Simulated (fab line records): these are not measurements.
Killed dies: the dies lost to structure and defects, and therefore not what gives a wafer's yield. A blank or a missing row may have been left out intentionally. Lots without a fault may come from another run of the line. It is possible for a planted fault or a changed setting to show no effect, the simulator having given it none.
Matching of chambers + flow nand-harc + NHARC_A_STAIRCASE_ETCH_444 on rie-diel-11 has 4 sister chambers
The step etches the open film in C4F8/O2, target depth 10200 nm, time 3400 s. 8 wafers are shown with their chamber, then 9 later ones without.

## EACH WAFER AND ITS CHAMBER
| wafer  | chamber | rf-vpp-V (V) | oes-product-au (a.u.) |
|--------|---------|--------------|-----------------------|
| L084.2 | 0       | 812          | 0.920                 |
| L084.3 | 2       | 815          | 0.918                 |
| L084.6 | 0       | 812          | 0.930                 |
| L086.2 | 1       | 807          | 0.944                 |
| L086.5 | 1       | 808          | 0.958                 |
| L088.2 | 3       | 800          | 0.964                 |
| L088.5 | 2       | 816          | 0.958                 |
| L088.6 | 3       | 801          | 0.964                 |

## WAFERS MISSING THEIR CHAMBER
| wafer  | rf-vpp-V (V) | oes-product-au (a.u.) |
|--------|--------------|-----------------------|
| L090.1 | 809          | 0.953                 |
| L090.2 | 816          | 0.965                 |
| L090.4 | 812          | 0.952                 |
| L093.1 | 815          | 0.969                 |
| L093.2 | 811          | 0.984                 |
| L093.3 | 800          | 0.963                 |
| L095.2 | 807          | 0.937                 |
| L095.4 | 800          | 0.942                 |
| L095.5 | 814          | 0.955                 |

## WHICH CHAMBER EACH WENT THROUGH
| wafer  | from the rows above     | in truth |
|--------|-------------------------|----------|
| L090.1 | 1                       | 1        |
| L090.2 | 2                       | 2        |
| L090.4 | 0                       | 0        |
| L093.1 | 2                       | 2        |
| L093.2 | can't be placed: 0 or 1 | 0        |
| L093.3 | 3                       | 3        |
| L095.2 | 1                       | 1        |
| L095.4 | 3                       | 3        |
| L095.5 | can't be placed: 2 or 0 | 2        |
Correct placement for 7 of the 9. Not placeable from these rows: 2 (in 2, the candidates include the true chamber). 0 placed wrongly.
How it was worked out, from the rows above alone: a wafer's distance from a chamber is the root of the sum, over the readings, of the square of ((its reading less the chamber's mean) divided by the reading's scatter). If the next closest chamber is less than 2 further off than the closest, the wafer can't be placed; otherwise it belongs to the closest. A chamber's mean is the mean of its shown wafers. The scatter: take each reading less its chamber's mean, square it, sum over the shown wafers, divide by the number of wafers less the number of chambers, and take the root.
